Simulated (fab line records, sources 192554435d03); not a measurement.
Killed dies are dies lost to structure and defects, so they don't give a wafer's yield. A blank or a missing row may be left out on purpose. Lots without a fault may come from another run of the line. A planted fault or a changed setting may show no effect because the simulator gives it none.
Which tool did it? | flow n5_finfet | 8 lots, 24 wafers sampled, at 8 steps of a route of 1938

WHAT THE GAUGES READ, wafer by wafer
N5_BEOL_M4_THK_MEAS_01.
lot  | measured     | on            | M4_ILD_THK (nm)
L868 | day 8 03:54  | film_metro-01 | 79.7 81.2 81.1
L869 | day 8 18:53  | film_metro-01 | 80.6 80.3 82.0
L872 | day 9 10:20  | film_metro-02 | 79.4 81.6 78.7
L879 | day 11 12:53 | film_metro-02 | 78.8 80.3 81.3
L881 | day 12 06:52 | film_metro-02 | 78.7 79.4 81.1
L886 | day 13 08:40 | film_metro-01 | 78.4 78.1 79.0
L884 | day 13 11:34 | film_metro-01 | 76.4 78.8 78.3
L885 | day 13 14:04 | film_metro-01 | 76.8 78.4 78.4

N5_BEOL_M4_CD_MEAS_18: pitch 36 nm, target cd 18 nm.
lot  | measured     | on        | cd_nm (nm)
L868 | day 8 06:00  | cd_sem-01 | 18.8 18.3 18.1
L869 | day 8 21:18  | cd_sem-03 | 18.5 18.0 17.0
L872 | day 9 14:52  | cd_sem-01 | 18.1 17.5 18.0
L879 | day 11 15:20 | cd_sem-01 | 17.5 - -
L881 | day 12 08:50 | cd_sem-02 | 18.2 - -
L886 | day 13 12:08 | cd_sem-03 | 17.8 18.5 17.3
L884 | day 13 12:45 | cd_sem-03 | 18.4 17.9 18.4
L885 | day 13 16:09 | cd_sem-02 | 17.8 18.2 17.3

N5_BEOL_M4_OCD_MEAS_38.
lot  | measured     | on     | trench_depth_nm (nm)
L868 | day 8 19:56  | ocd-01 | 56.8 57.1 56.5
L869 | day 8 23:18  | ocd-01 | 54.7 54.7 55.1
L872 | day 9 17:03  | ocd-01 | 55.7 54.9 55.6
L879 | day 12 11:01 | ocd-02 | 53.4 0.3 -
L881 | day 12 14:13 | ocd-01 | 56.8 - 0.5
L886 | day 13 15:51 | ocd-02 | 54.0 54.2 56.5
L884 | day 13 19:33 | ocd-01 | 56.5 56.0 53.6
L885 | day 13 19:49 | ocd-01 | 55.9 57.0 54.8

N5_BEOL_M4_RC_MEAS_101.
lot  | measured     | on        | DIBL_N (mV/V)  | DIBL_P (mV/V)  | IOFF_N (nA/um) | IOFF_P (nA/um) | ION_N (uA/um) | ION_P (uA/um) | SS_N (mV/dec)  | SS_P (mV/dec)  | VT_N (mV)   | VT_P (mV)
L868 | day 8 23:53  | prober-01 | 35.6 34.0 37.5 | 35.5 33.0 38.0 | 0.15 0.11 0.18 | 0.20 0.17 0.24 | 684 660 686   | 469 462 470   | 71.3 70.4 71.9 | 73.0 72.5 73.6 | 249 253 245 | -251 -252 -247
L869 | day 9 03:50  | prober-02 | 35.9 35.9 36.2 | 36.8 37.5 36.7 | 0.18 0.19 0.20 | 0.22 0.24 0.24 | 673 684 679   | 455 461 458   | 71.8 72.5 72.3 | 72.9 73.3 73.2 | 247 244 246 | -251 -250 -250
L872 | day 9 21:56  | prober-01 | 35.5 36.9 35.2 | 37.7 39.4 37.0 | 0.17 0.21 0.16 | 0.23 0.26 0.21 | 672 680 663   | 464 467 460   | 71.2 71.8 72.0 | 73.7 74.4 73.6 | 247 240 249 | -251 -249 -250
L879 | day 12 15:04 | prober-01 | 38.5           | 39.1           | 0.21           | 0.25           | 695           | 472           | 71.6           | 73.3           | 244         | -249
L881 | day 12 18:20 | prober-02 | 34.3           | 35.1           | 0.12           | 0.18           | 663           | 460           | 70.5           | 72.7           | 253         | -251
L886 | day 13 20:07 | prober-01 | 35.2 35.2 35.2 | 34.2 34.8 34.8 | 0.14 0.14 0.14 | 0.21 0.22 0.22 | 664 677 667   | 461 471 464   | 71.9 72.0 71.6 | 72.5 72.5 72.4 | 250 251 250 | -246 -248 -246
L884 | day 13 23:58 | prober-02 | 38.8 39.8 38.0 | 39.4 39.9 37.9 | 0.23 0.24 0.19 | 0.33 0.33 0.29 | 705 710 676   | 492 487 473   | 72.3 71.7 71.3 | 74.1 73.6 73.4 | 243 243 247 | -241 -240 -245
L885 | day 14 01:58 | prober-02 | 36.0 36.1 35.2 | 37.2 37.1 37.1 | 0.16 0.16 0.15 | 0.20 0.21 0.21 | 664 664 675   | 458 455 465   | 71.9 71.8 71.7 | 73.5 73.3 73.1 | 247 251 250 | -250 -250 -249

WHICH TOOL RAN EACH LOT (tool, then ch and the chambers of the sampled wafers, then the start)
lot  | N5_BEOL_M3_PRE_CLEAN_60          | N5_BEOL_M3_DEP_57               | N5_BEOL_M4_ETCH_64                 | N5_BEOL_M4_HM_OPEN_17
L868 | cvd_co-02 ch 0,1, day 8 03:33    | pecvd-04 ch 0,1, day 8 03:43    | rie_diel-04 ch 1,3, day 8 05:26    | rie_metal-02 ch 0,1, day 8 05:37
L869 | cvd_co-02 ch 0,1,2, day 8 18:33  | pecvd-04 ch 0,1,2, day 8 18:42  | rie_diel-04 ch 1,2, day 8 20:52    | rie_metal-03 ch 0,1, day 8 21:04
L872 | cvd_co-02 ch 0,1, day 9 09:59    | pecvd-01 ch 0,1,2, day 9 10:08  | rie_diel-05 ch 0,1, day 9 14:29    | rie_metal-03 ch 0, day 9 14:40
L879 | cvd_co-01 ch 0,1, day 11 12:31   | pecvd-01 ch 0,1,2, day 11 12:41 | rie_diel-04 ch 0,2, day 11 14:58   | rie_metal-03 ch 0,1, day 11 15:11
L881 | cvd_co-02 ch 0,2, day 12 06:16   | pecvd-02 ch 0,1, day 12 06:25   | rie_diel-04 ch 0,1,3, day 12 08:29 | rie_metal-03 ch 0,1, day 12 08:40
L886 | cvd_co-01 ch 0,1,2, day 13 08:19 | pecvd-04 ch 0,1,2, day 13 08:28 | rie_diel-03 ch 0,1,3, day 13 11:43 | rie_metal-02 ch 0,1, day 13 11:53
L884 | cvd_co-02 ch 0,1, day 13 11:13   | pecvd-02 ch 0,1,2, day 13 11:22 | rie_diel-05 ch 0,2, day 13 12:23   | rie_metal-03 ch 0,1, day 13 12:35
L885 | cvd_co-02 ch 0,2, day 13 13:42   | pecvd-04 ch 1,2, day 13 13:52   | rie_diel-03 ch 0,2,3, day 13 15:40 | rie_metal-02 ch 1, day 13 15:50
- N5_BEOL_M3_PRE_CLEAN_60: time 15 s.
- N5_BEOL_M3_DEP_57: deposits SiCN from 3MS/NH3, target thk 8 nm, time 14 s.
- N5_BEOL_M4_ETCH_64: etches SOC in N2/H2, target depth 75 nm, overetch 22.5 nm, time 121.9 s.
- N5_BEOL_M4_HM_OPEN_17: chemistry Cl2/BCl3, target TiN, target depth 20 nm, overetch 6 nm.

WHAT THE TOOLS THEMSELVES READ (means of the sampled wafers that have a number; where no wafer has one, the mark that the record gives instead)
N5_BEOL_M3_PRE_CLEAN_60.
lot  | tool      | heater_power_w (W)
L868 | cvd_co-02 | 115
L869 | cvd_co-02 | 91
L872 | cvd_co-02 | 114
L879 | cvd_co-01 | 94
L881 | cvd_co-02 | 96
L886 | cvd_co-01 | 82
L884 | cvd_co-02 | 90
L885 | cvd_co-02 | 118

N5_BEOL_M3_DEP_57.
lot  | tool     | showerhead_plenum_p_Torr (Torr) | throttle_valve_pct (%)
L868 | pecvd-04 | 3.672                           | 8.7
L869 | pecvd-04 | 3.656                           | 8.8
L872 | pecvd-01 | 3.664                           | 9.1
L879 | pecvd-01 | 3.668                           | 9.1
L881 | pecvd-02 | 3.677                           | 9.1
L886 | pecvd-04 | 3.657                           | 8.7
L884 | pecvd-02 | 3.672                           | 8.8
L885 | pecvd-04 | 3.652                           | 8.9

N5_BEOL_M4_ETCH_64.
lot  | tool        | drypump_motor_current_A (A) | oes_product_au (a.u.) | rf_vpp_V (V) | showerhead_plenum_p_Torr (Torr) | temp_c (C) | throttle_valve_pct (%)
L868 | rie_diel-04 | 6.1                         | 0.55                  | 524.2        | 2.56                            | 39.96      | 17.62
L869 | rie_diel-04 | 6.2                         | 0.53                  | 525.0        | 2.58                            | 40.11      | 17.81
L872 | rie_diel-05 | 5.3                         | 0.53                  | 522.4        | 2.49                            | 39.95      | 17.75
L879 | rie_diel-04 | 6.5                         | 0.50                  | 524.2        | 2.58                            | 39.97      | 17.82
L881 | rie_diel-04 | 6.3                         | 0.59                  | 524.6        | 2.55                            | 39.98      | 17.53
L886 | rie_diel-03 | 5.8                         | 0.59                  | 522.4        | 2.48                            | 40.13      | 17.78
L884 | rie_diel-05 | 5.9                         | 0.70                  | 528.1        | 2.72                            | 39.98      | 17.54
L885 | rie_diel-03 | 5.6                         | 0.62                  | 524.2        | 2.52                            | 39.87      | 17.93

N5_BEOL_M4_HM_OPEN_17.
lot  | tool         | drypump_motor_current_A (A) | oes_ar_750_au (a.u.) | oes_product_au (a.u.) | throttle_valve_pct (%)
L868 | rie_metal-02 | 5.8                         | 0.80                 | 0.68                  | 21.9
L869 | rie_metal-03 | 5.5                         | 0.66                 | 0.56                  | 22.5
L872 | rie_metal-03 | 4.8                         | 0.68                 | 0.59                  | 22.1
L879 | rie_metal-03 | 5.5                         | 0.65                 | 0.48                  | 22.7
L881 | rie_metal-03 | 5.5                         | 0.65                 | 0.47                  | 22.7
L886 | rie_metal-02 | 5.8                         | 0.78                 | 0.65                  | 22.0
L884 | rie_metal-03 | 5.2                         | 0.65                 | 0.57                  | 22.3
L885 | rie_metal-02 | 5.9                         | 0.79                 | 0.65                  | 21.8

THE ANSWER, worked out from the rows above alone
Rule: what is usual is taken from the lots themselves. Put in order of their means at a reading, lots are off if they are a third of the lots or fewer, leave a main group of 4 or more, and stand apart from it by a gap of 3 or more times the standard deviation of the main group's means; of several such gaps the widest counts. A main group whose means are all the same, to the digits that the tables above print for the reading, isn't used. A lot without any number at a reading at which 4 lots or more have one is off too. The other lots that the step has rows for count as sound. The gauges are gone through in route order, then the tools' own readings, and for those a lot's mean is taken as printed above. The first step at which some lot is off is used, and at that step the reading that is off furthest; a lot without a number counts as furthest.
Off: L879, L881, at N5_BEOL_M4_OCD_MEAS_38 (trench_depth_nm). The main group: mean 55.5 nm, standard deviation 0.67.
A tool fits if, at a process step before that reading, it ran every lot that is off, and no sound lot after the first of them. The gauges at N5_BEOL_M4_OCD_MEAS_38 are tried like those tools. One fits: rie_diel-04 at N5_BEOL_M4_ETCH_64. Its last sound lot is L869 (day 8 20:52), its first lot that is off L879 (day 11 14:58): a fault that began between those two fits.

WHAT THE SIMULATOR HAD PUT IN
Process parameter drift: rie_diel-04, from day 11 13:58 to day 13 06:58, at N5_BEOL_M4_ETCH_64. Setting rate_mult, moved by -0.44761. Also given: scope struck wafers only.
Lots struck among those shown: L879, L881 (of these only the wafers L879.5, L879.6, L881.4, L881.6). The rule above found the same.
